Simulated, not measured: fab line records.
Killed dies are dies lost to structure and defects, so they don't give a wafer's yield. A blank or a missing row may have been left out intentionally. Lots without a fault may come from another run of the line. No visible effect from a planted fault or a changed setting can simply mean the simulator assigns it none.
fab line records	flow n5-finfet
[record] lots = 5	wafers = 15	last-day = 18
route steps=1938 shown HKMG_FIN@411 BEOL_M4@1111 PASSIVATION@1936
lots that met no fault: from a run of the same line without faults
start-h: hours from the record's first day to the start of the lot's first wafer shown	wait-h: hours from the lot's prior step to this one	" identical to the entry in the row above	L1.1+2: one row covering several wafers at once	- no value, or no start was given	* or withheld: withheld	< > ~ a bound
route shown NAME@n: NAME is a module with steps in the file, n the number in the route of the first one	usual: the fault-free wafers' mean and standard deviation	same: alike in all rows	chamber/n: place in a boat	sites: each site's reading	_std_site: their standard deviation	_edge_site: the outer-site mean with the inner-site mean subtracted	radius-mm: for every site, how far away it sits from the centre of the wafer	mask NAME#n: copy n	behind: the most recent tool/chamber to have shaped the wafer	hold: why the lot went on hold/how many hours it stayed there/how the hold came to an end	device: the transistor (n, p or np) that didn't switch	end of line: tests of these same wafers at the route's end	where a step has no rows: the recipe by itself	killed: dies lost to structure and defects at the first sort, not the wafer's yield	map: a wafer's dies, marking killed ones x, the rest . and places with no die _
set.NAME: the setting that was run; set.NAME@STEP: the one run at that earlier step	model.NAME: the simulator's own value behind a step, which no gauge read
lots at some steps of the route; a table a step, a row a wafer
services: a tool's chamber out of use, with start hour (start-h, from the record's first day; less than 0 if before it), hours out, and reason
[[steps]]
[step N5_HKMG_FIN_WET_ETCH_78]
[recipe] chemistry = dNH4OH	mix = 1:50	temp-c = 25	target = Al2O3	stop-on = La2O3	target-depth-nm = 4.5	dry = ipa-marangoni	rinse-time-s = 30	rinse-temp-c = 23
[step N5_HKMG_FIN_ALD_79]
[recipe] material = TiN	target-thk-a = 15	temp-c = 400	ald-precursor-family = TiCl4	ald-co-reactant = NH3	pulse-time-s = 1	purge-time-s = 3	co-reactant-purge-time-s = 2	co-reactant-pulse-time-s = 2	ald-cycles = 68	pressure-torr = 3
[step N5_HKMG_FIN_CVD_62]
[recipe] material = a-Si	target-thk-a = 30	temp-c = 500	precursor = Si2H6	pressure-torr = 1	time-s = 20.8
[step N5_HKMG_FIN_RTA_80]
[recipe] temp-c = withheld	time-s = 2	ambient = N2	idle-temp-c = 600	ramp-up-c-per-s = 150	ramp-down-c-per-s = 60	cool-to-c = 600
[step N5_HKMG_FIN_PRECLEAN_64]
[recipe] chemistry = dHF	time-s = 30	temp-c = 25	dilution = withheld
[step N5_HKMG_FIN_WET_ETCH_65]
[recipe] chemistry = TMAH	temp-c = 70	conc-wt-pct = 5	target = a-Si	stop-on = TiN	time-s = 49	target-depth-nm = 3
[step N5_HKMG_FIN_WET_ETCH_81]
[recipe] chemistry = SC1	target = TiN	stop-on = HfO2	mix = 1:1:5	temp-c = 60	time-s = 57	target-depth-nm = 6
[step N5_HKMG_FIN_WET_ETCH_82]
[recipe] chemistry = dHCl	mix = 1:10000	temp-c = 25	target = La2O3	stop-on = HfO2	target-depth-nm = 2	dry = ipa-marangoni	rinse-time-s = 30	rinse-temp-c = 23
[step N5_HKMG_FIN_ALD_36]
[recipe] material = TiN	target-thk-a = 10	temp-c = 400	ald-precursor-family = TiCl4	ald-co-reactant = NH3	pulse-time-s = 1	purge-time-s = 3	co-reactant-purge-time-s = 2	co-reactant-pulse-time-s = 2	ald-cycles = 47	pressure-torr = 3
[step N5_HKMG_FIN_PWFM_ALD_03]
[recipe] material = TiN	target-thk-a = 20	temp-c = 400	ald-precursor-family = TiCl4	ald-co-reactant = NH3	pulse-time-s = 1	purge-time-s = 3	co-reactant-purge-time-s = 2	co-reactant-pulse-time-s = 2	ald-cycles = 91	pressure-torr = 3
[step N5_HKMG_FIN_COAT_29]
[recipe] resist = SOC	temp-c = 250	time-s = 60	spin-rpm = 1500	resist-thk-nm = 300
[step N5_HKMG_FIN_COAT_30]
[recipe] resist = SiARC	temp-c = 220	time-s = 60	spin-rpm = 1500	resist-thk-nm = 35
[usual] heater-power-total-W = 427.6/2	spin-speed-rpm = 1500.2/0.91
lot.wafer	tool	chamber	start-h	wait-h	heater-power-total-W	spin-speed-rpm	model.SiARC_of_HKMG_FIN_COAT_30.thk-nm
L549.3	litho-track-05	0	90.40	-	426.9	1500.3	35
L549.5	"	0	"	"	428.3	1500.2	35.2
L549.6	"	0	"	"	428.5	1499.6	35
L553.3	litho-track-05	0	116.75	-	426.7	1354.4	36.8
L553.5	"	0	"	"	426.4	1353.1	37
L553.6	"	0	"	"	428.8	1353.6	37
L554.2	litho-track-05	0	121.51	-	424.3	1355.0	37
L554.5	"	0	"	"	424.6	1353.4	36.8
L554.6	"	0	"	"	426.6	1353.1	36.8
L555.2	litho-track-05	0	128.39	-	427.3	1355.6	36.8
L555.3	"	0	"	"	429.7	1352.8	36.8
L555.5	"	0	"	"	428.8	1352.5	36.8
L569.3	litho-track-02	0	206.62	-	424.9	1500.5	35
L569.5	"	0	"	"	429.2	1500.8	35
L569.6	"	0	"	"	430.8	1500.6	35
[step N5_HKMG_FIN_COAT_06]
[recipe] resist = CAR-ArF	spin-rpm = 1500	resist-thk-nm = 90
[step N5_HKMG_FIN_EBR_08]
[recipe] solvent = PGMEA	ebr-width-mm = 1.5
[step N5_HKMG_FIN_SOFTBAKE_07]
[recipe] temp-c = 110	time-s = 60	resist = CAR-ArF
[step N5_HKMG_FIN_EXPOSE_09]
[recipe] mask-id = NWFM	na = 1.35	source-shape = conventional	sigma-outer = 0.8	polarization = unpolarized	dose-mj = 39.25
[step N5_HKMG_FIN_PEB_10]
[recipe] peb-temp-c = withheld	peb-time-s = 60	resist = CAR-ArF
[step N5_HKMG_FIN_DEVELOP_11]
[recipe] develop-time-s = 30	developer = TMAH	resist = CAR-ArF	dev-temp-c = 23	rinse-liquid = diw	dry = air-spin
[step N5_HKMG_FIN_DESCUM_17]
[recipe] chemistry = O2	time-s = 7.9	source-power-w = 50	bias-power-w = 20	pressure-mtorr = 20	rf-frequency-hz = 2.712e+07	temp-c = 40	resist = CAR-ArF	o2-flow-sccm = 225
[step N5_HKMG_FIN_ETCH_31]
[recipe] chemistry = CF4	target = SiARC	target-depth-a = 455	mask-material = CAR-ArF	time-s = 75.8	ion-energy-ev = 80	pressure-mtorr = 40	source-w = 545	bias-w = 36	Ar_flow_sccm = 100	cf4-flow-sccm = 100	ends = cleared
[usual] drypump-motor-current-A = 5.6/0.51	etch-rf-on-time-s = 76.2/1.3	oes-product-au = 0.66/0.062	rf-vpp-V = 183.7/1.1	showerhead-plenum-p-Torr = 2.12/0.073	throttle-valve-pct = 15.64/0.17
lot.wafer	tool	chamber	start-h	wait-h	drypump-motor-current-A	etch-rf-on-time-s	oes-product-au	rf-hours-counter-h	rf-vpp-V	showerhead-plenum-p-Torr	throttle-valve-pct	model.etch.depth-nm	model.CAR-ArF_of_HKMG_FIN_COAT_06.thk-nm
L549.3	rie-diel-01	3	91.10	0.0	5.9	76.9	0.68	95	184.0	2.16	15.67	34.98	51.4
L549.5	"	0	"	"	5.7	75.6	0.73	-	183.2	2.09	15.33	35.13	51
L549.6	"	1	"	"	5.1	74.5	0.63	-	183.9	2.04	15.76	35.02	51.2
L553.3	rie-diel-01	1	117.24	0.0	5.1	79.7	0.61	200	182.0	2.04	15.80	36.86	49.2
L553.5	"	3	"	"	5.9	82.2	0.67	-	184.2	2.15	15.67	36.93	49.4
L553.6	"	2	"	"	5.0	82.6	0.57	-	182.7	2.02	15.95	36.99	49.2
L554.2	rie-diel-03	3	121.89	0.0	4.8	78.9	0.68	99	182.2	2.16	15.76	36.95	49.2
L554.5	"	3	"	"	4.8	79.2	0.67	-	183.0	2.16	15.75	36.89	49.2
L554.6	"	2	"	"	6.2	81.5	0.63	-	183.1	2.14	15.64	36.82	49.4
L555.2	rie-diel-01	0	128.88	0.0	5.7	80.4	0.71	65	183.2	2.09	15.34	36.75	49
L555.3	"	1	"	"	5.1	79.6	0.61	205	182.4	2.04	15.80	36.86	49
L555.5	"	1	"	"	5.1	79.0	0.61	-	181.3	2.04	15.82	36.8	49.4
L569.3	rie-diel-03	2	207.33	0.0	6.2	77.0	0.61	190	184.2	2.13	15.72	34.92	51
L569.5	"	1	"	"	6.3	76.7	0.62	-	183.5	2.05	15.57	35.09	51
L569.6	"	0	"	"	5.1	74.9	0.74	-	185.1	2.28	15.49	34.98	51
[step N5_HKMG_FIN_ETCH_32]
[recipe] chemistry = N2/H2	target = SOC	target-depth-a = 2400	temp-c = 40	time-s = 300	ion-energy-ev = 200	mask-material = SiARC	pressure-mtorr = 30	source-w = 840	bias-w = 150	n2-flow-sccm = 200	h2-flow-sccm = 200
[usual] drypump-motor-current-A = 5.6/0.52	oes-product-au = 0.77/0.075	rf-vpp-V = 523.0/2.4	showerhead-plenum-p-Torr = 2.52/0.085	throttle-valve-pct = 17.85/0.18
lot.wafer	tool	chamber	start-h	wait-h	drypump-motor-current-A	oes-product-au	rf-hours-counter-h	rf-vpp-V	showerhead-plenum-p-Torr	throttle-valve-pct	model.SiARC_of_HKMG_FIN_COAT_30.thk-nm
L549.3	rie-diel-01	3	91.15	0.0	5.9	0.80	95	523.7	2.56	17.95	21.4
L549.5	"	0	"	"	5.7	0.85	-	520.4	2.48	17.54	21.6
L549.6	"	1	"	"	5.1	0.73	-	520.1	2.44	18.08	21.2
L553.3	rie-diel-01	1	117.29	0.0	5.1	0.72	200	521.1	2.44	18.11	23
L553.5	"	3	"	"	5.9	0.79	-	526.5	2.56	17.99	23
L553.6	"	2	"	"	5.0	0.68	-	519.9	2.39	18.10	23.6
L554.2	rie-diel-03	3	121.95	0.0	4.8	0.79	99	523.9	2.55	17.82	23.2
L554.5	"	3	"	"	4.8	0.78	-	523.5	2.55	17.80	23.2
L554.6	"	2	"	"	6.2	0.72	-	523.1	2.53	17.76	23.4
L555.2	rie-diel-01	0	128.93	0.0	5.7	0.84	65	521.1	2.47	17.55	23.2
L555.3	"	1	"	"	5.1	0.72	205	520.0	2.44	18.12	23
L555.5	"	1	"	"	5.1	0.72	-	519.1	2.44	18.13	23.2
L569.3	rie-diel-03	2	207.39	0.0	6.2	0.71	190	523.1	2.52	17.85	21.4
L569.5	"	1	"	"	6.3	0.73	-	520.6	2.44	17.81	21.2
L569.6	"	0	"	"	5.1	0.87	-	527.8	2.70	17.68	20.6
[step N5_HKMG_FIN_STRIP_33]
[recipe] chemistry = N2/H2	temp-c = 40	n2-flow-sccm = 200	h2-flow-sccm = 200	rf-frequency-hz = 6e+07
[step N5_BEOL_M4_RC_MEAS_101]
[usual] DIBL_N = 36.4/1.6	DIBL_P = 35.9/2	IOFF_N = 0.152/0.03	IOFF_P = 0.20/0.032	ION_N = 670/12	ION_P = 459/7.3	SS_N = 71.6/0.55	SS_P = 73.2/0.69	VT_N = 251/3.5	VT_P = -252/3.2
lot.wafer	tool	chamber	start-h	wait-h	DIBL_N[mV/V]	DIBL_P[mV/V]	IOFF_N[nA/um]	IOFF_P[nA/um]	ION_N[uA/um]	ION_P[uA/um]	SS_N[mV/dec]	SS_P[mV/dec]	VT_N[mV]	VT_P[mV]
L549.3	prober-02	0	173.61	0.3	35.7	33.3	0.134	0.18	670	456	70.8	72.0	252	-249
L549.5	"	0	"	"	39.9	37.9	0.225	0.25	694	467	72.3	73.2	243	-247
L549.6	"	0	"	"	39.4	38.4	0.197	0.26	687	469	71.3	74.3	246	-248
L553.3	prober-02	0	205.72	0.3	34.0	35.7	0.127	0.18	667	461	70.9	73.4	253	-256
L553.5	"	0	"	"	36.1	38.9	0.187	0.24	686	462	71.9	73.5	245	-251
L553.6	"	0	"	"	32.4	33.7	0.107	0.16	660	454	71.3	72.1	255	-257
L554.2	prober-01	0	224.52	0.2	35.8	35.6	0.134	0.16	665	454	71.5	72.9	253	-256
L554.5	"	0	"	"	36.9	37.9	0.161	0.20	681	460	71.8	74.0	248	-251
L554.6	"	0	"	"	34.7	34.2	0.119	0.14	670	457	70.8	72.2	255	-256
L555.2	prober-02	0	224.73	0.2	38.4	36.1	0.180	0.22	686	463	71.7	73.2	250	-253
L555.3	"	0	"	"	35.3	32.6	0.123	0.17	661	459	70.9	72.8	254	-255
L555.5	"	0	"	"	39.9	37.1	0.209	0.24	693	465	72.2	74.2	248	-251
L569.3	prober-02	0	311.52	0.3	32.7	32.0	0.103	0.15	653	450	71.2	72.4	256	-254
L569.5	"	0	"	"	35.6	36.6	0.139	0.21	667	466	71.7	73.5	252	-249
L569.6	"	0	"	"	33.4	33.1	0.110	0.17	650	451	71.8	72.8	261	-255
[step N5_PASSIVATION_PROBE_49]
[usual] defect-limited-yield = 91.7/1.2	killed_at_M0_to_M3 = 33/9.5	killed_at_M4_up = 13/4.9	killed-at-contacts = 13/6.6	killed-at-front-end = 36/11	killed-at-other = 3.0/2.6	killed-dies = 97/14	killed-on-rim = 13/3.8	killed-open = 65/11	killed-short = 31/6.6	sort_bin_5_function = 4.8/0.82	sort_bin_6_memory = 3.1/0.58	sort-n-pass = 1083/14	sort-yield-pct = 91.7/1.2
[same] gross-dies = 1180	killed-at-back-side = 0	sort_bin_4_leakage[%] = 0	sort_bin_8_speed[%] = 0
lot.wafer	tool	chamber	start-h	wait-h	defect-limited-yield[%]	killed_at_M0_to_M3	killed_at_M4_up	killed-at-contacts	killed-at-front-end	killed-at-other	killed-dies	killed-on-rim	killed-open	killed-short	sort_bin_5_function[%]	sort_bin_6_memory[%]	sort-n-pass	sort-yield-pct[%]
L553.3	prober-01	-	301.31	0.1	91.8	52	5	9	23	8	97	13	62	35	5.3	2.8	1083	91.8
L553.5	prober-01	-	301.41	0.2	91.6	27	22	11	38	1	99	12	64	34	4.9	3.0	1081	91.6
L553.6	prober-01	-	301.46	0.3	90.3	41	10	8	49	6	114	14	73	37	6.0	3.2	1066	90.3
L554.2	prober-01	-	329.21	0.1	92.5	38	11	5	34	0	88	13	60	28	4.9	2.5	1092	92.5
L554.5	prober-01	-	329.36	0.2	91.8	34	10	16	36	1	97	10	63	31	5.3	2.5	1083	91.8
L554.6	prober-01	-	329.41	0.3	89.7	51	8	24	32	7	122	20	87	34	5.9	4.2	1058	89.7
// killed by level:class
L553.3 BEOL_M1:geometric-particle:open=20 BEOL_M2:geometric-particle:open=10 BEOL_M1:geometric-particle:short=7 FIN_SAQP:geometric-particle:open=5 MOL_CONTACT_COAG:geometric-particle:open=5 BEOL_M3:geometric-particle:open=5 DUMMY_GATE:geometric-particle:open=4 MOL_CONTACT_COAG:geometric-particle:short=4
L553.5 STI_FIN_REVEAL:geometric-particle:open=10 MOL_CONTACT_COAG:geometric-particle:open=10 FIN_SAQP:geometric-particle:short=8 BEOL_M5:geometric-particle:open=7 FIN_SAQP:geometric-particle:open=6 BEOL_M0_SAQP:geometric-particle:short=6 BEOL_M7:geometric-particle:open=6 BEOL_M0_SAQP:geometric-particle:open=5
L553.6 FIN_SAQP:geometric-particle:open=12 STI_FIN_REVEAL:geometric-particle:open=10 BEOL_M2:geometric-particle:open=9 MOL_CONTACT_COAG:geometric-particle:open=7 BEOL_M1:geometric-particle:short=7 BEOL_M3:geometric-particle:open=7 FIN_SAQP:geometric-particle:short=6 BEOL_M1:geometric-particle:open=6
L554.2 BEOL_M0_SAQP:geometric-particle:open=9 BEOL_M0_SAQP:geometric-particle:short=8 BEOL_M1:geometric-particle:open=7 FIN_SAQP:geometric-particle:short=6 FIN_SAQP:geometric-particle:open=5 GATE_CUT:geometric-particle:open=5 BEOL_M3:geometric-particle:open=5 BEOL_M4:geometric-particle:open=5
L554.5 FIN_SAQP:geometric-particle:open=18 MOL_CONTACT_COAG:geometric-particle:open=14 BEOL_M3:geometric-particle:open=12 FIN_SAQP:geometric-particle:short=11 BEOL_M0_SAQP:geometric-particle:short=9 BEOL_M4:geometric-particle:open=4 BEOL_M2:geometric-particle:open=3 MOL_CONTACT_COAG:geometric-particle:short=2
L554.6 MOL_CONTACT_COAG:geometric-particle:open=19 FIN_SAQP:geometric-particle:open=14 BEOL_M0_SAQP:geometric-particle:open=11 BEOL_M2:geometric-particle:open=10 BEOL_M3:geometric-particle:open=10 BEOL_M1:geometric-particle:open=9 MOL_CONTACT_COAG:geometric-particle:short=5 BEOL_M0_SAQP:geometric-particle:short=5
[[services]]
tool	chamber	start-h	hours	kind
rie-diel-01	2	72.79	5.0	repair
rie-diel-01	0	95.75	14.8	repair
rie-diel-03	3	138.36	7.2	repair
rie-diel-01	2	158.25	-	clean
rie-diel-01	2	158.25	-	consumable-replace:focus-ring
rie-diel-01	2	158.25	-	consumable-replace:showerhead
rie-diel-01	2	158.25	18.8	scheduled-down
rie-diel-01	2	158.25	18.8	vent-cycle
rie-diel-01	2	182.58	1.8	repair
[[key]]
[first-sign] step = N5_HKMG_FIN_COAT_30	reading = spin-speed-rpm	direction = down	sigmas = 99+	usual = *	struck = *
[effect] step = N5_HKMG_FIN_ETCH_31	reading = etch-rf-on-time-s	direction = up	sigmas = 3.2	usual = *	struck = *
[model-effect] step = N5_HKMG_FIN_COAT_30	value = SiARC_of_HKMG_FIN_COAT_30.thk-nm	without = 35.02	struck = 36.87
[model-effect] step = N5_HKMG_FIN_ETCH_31	value = etch.depth-nm	without = 35.02	struck = 36.87
[model-effect] step = N5_HKMG_FIN_ETCH_32	value = SiARC_of_HKMG_FIN_COAT_30.thk-nm	without = 21.38	struck = 23.2
met-at N5_HKMG_FIN_COAT_30
struck-wafers L553.3,L553.5,L553.6,L554.2,L554.5,L554.6,L555.2,L555.3,L555.5
onset-between 90.40 116.75
[fault] kind = process-parameter-drift	tool = litho-track-05	chamber = -	onset-h = 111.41	steps = N5_HKMG_FIN_COAT_30	channel = spin-rpm	offset = *	shape = step	end-h = 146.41	acts-in = *	stated = *
